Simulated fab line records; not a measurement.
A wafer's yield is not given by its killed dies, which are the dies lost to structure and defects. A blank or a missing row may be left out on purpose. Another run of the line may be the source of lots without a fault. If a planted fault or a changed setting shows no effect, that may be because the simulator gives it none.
What tool caused it? || flow nand-harc || 7 lots with 19 wafers sampled at 4 steps, on a route of 1159 steps

## WHAT EACH GAUGE READ, for each wafer
NHARC_A_CONTACT_CD_MEAS_42 targets a cd of 200 nm.
{"lot": "L849", "measured": "day 16 16:22", "on": "cd-sem-03", "cd-nm (nm)": "199.6 200.5 199.7"}
{"lot": "L851", "measured": "day 17 20:45", "on": "cd-sem-03", "cd-nm (nm)": "199.9 199.4 199.7"}
{"lot": "L853", "measured": "day 18 09:12", "on": "cd-sem-01", "cd-nm (nm)": "199.6 200.9 200.6"}
{"lot": "L857", "measured": "day 19 14:25", "on": "cd-sem-02", "cd-nm (nm)": "200.4 200.2"}
{"lot": "L859", "measured": "day 19 16:54", "on": "cd-sem-03", "cd-nm (nm)": "199.5 200.5"}
{"lot": "L865", "measured": "day 21 13:39", "on": "cd-sem-01", "cd-nm (nm)": "199.4 199.5 200.5"}
{"lot": "L869", "measured": "day 23 01:48", "on": "cd-sem-01", "cd-nm (nm)": "199.6 200.5 200.3"}

## WHAT TOOL EACH LOT RAN ON (gives the tool, then ch and the chambers of the sampled wafers, and finally the start)
{"lot": "L849", "NHARC_A_WL_FILL_ETCHBACK_04": "rie-metal-03 ch 0,1, day 15 11:59", "NHARC_A_WL_FILL_ETCHBACK_05": "rie-metal-03 ch 0,1, day 15 12:14", "NHARC_A_CONTACT_DEP_24": "pecvd-03 ch 0,2, day 16 10:04"}
{"lot": "L851", "NHARC_A_WL_FILL_ETCHBACK_04": "rie-metal-02 ch 0,1, day 16 16:23", "NHARC_A_WL_FILL_ETCHBACK_05": "rie-metal-02 ch 0,1, day 16 16:36", "NHARC_A_CONTACT_DEP_24": "pecvd-02 ch 0,1, day 17 15:47"}
{"lot": "L853", "NHARC_A_WL_FILL_ETCHBACK_04": "rie-metal-01 ch 0,1, day 17 10:45", "NHARC_A_WL_FILL_ETCHBACK_05": "rie-metal-01 ch 0,1, day 17 10:55", "NHARC_A_CONTACT_DEP_24": "pecvd-01 ch 0,1,2, day 18 05:43"}
{"lot": "L857", "NHARC_A_WL_FILL_ETCHBACK_04": "rie-metal-02 ch 0,1, day 18 07:38", "NHARC_A_WL_FILL_ETCHBACK_05": "rie-metal-02 ch 0, day 18 07:47", "NHARC_A_CONTACT_DEP_24": "pecvd-02 ch 0,1, day 19 08:19"}
{"lot": "L859", "NHARC_A_WL_FILL_ETCHBACK_04": "rie-metal-03 ch 0,1, day 18 10:22", "NHARC_A_WL_FILL_ETCHBACK_05": "rie-metal-03 ch 1, day 18 10:35", "NHARC_A_CONTACT_DEP_24": "pecvd-02 ch 0,1, day 19 07:47"}
{"lot": "L865", "NHARC_A_WL_FILL_ETCHBACK_04": "rie-metal-03 ch 0,1, day 20 06:35", "NHARC_A_WL_FILL_ETCHBACK_05": "rie-metal-03 ch 0,1, day 20 06:50", "NHARC_A_CONTACT_DEP_24": "pecvd-01 ch 0,1, day 21 08:20"}
{"lot": "L869", "NHARC_A_WL_FILL_ETCHBACK_04": "rie-metal-02 ch 0,1, day 21 14:44", "NHARC_A_WL_FILL_ETCHBACK_05": "rie-metal-02 ch 0, day 21 14:59", "NHARC_A_CONTACT_DEP_24": "pecvd-01 ch 1,2, day 22 21:08"}
- NHARC_A_WL_FILL_ETCHBACK_04: etches the open film in NF3, target depth 60 nm, time 120 s.
- NHARC_A_WL_FILL_ETCHBACK_05: etches the open film in Cl2/BCl3, target depth 22 nm, time 60 s.
- NHARC_A_CONTACT_DEP_24: deposits SiO2, target thk 500 nm.

## THE ANSWER, worked out from the rows above alone
Rule: the usual values come from the lots themselves. The widest of any qualifying gaps counts: lots, ordered by their means at a reading, are off when they make up no more than a third of the lots, leave a main group of 4 or more, and stand apart from it by 3 or more times the standard deviation of that group's means. Not used: any main group whose means are identical at the precision the tables above print for the reading. A lot without any number at a reading at which 4 lots or more have one is off too. Where the step has rows for the other lots, those lots are counted as sound.
Nothing can be told from this: no lot is off at any reading shown.

## WHAT HAD BEEN PUT IN BY THE SIMULATOR
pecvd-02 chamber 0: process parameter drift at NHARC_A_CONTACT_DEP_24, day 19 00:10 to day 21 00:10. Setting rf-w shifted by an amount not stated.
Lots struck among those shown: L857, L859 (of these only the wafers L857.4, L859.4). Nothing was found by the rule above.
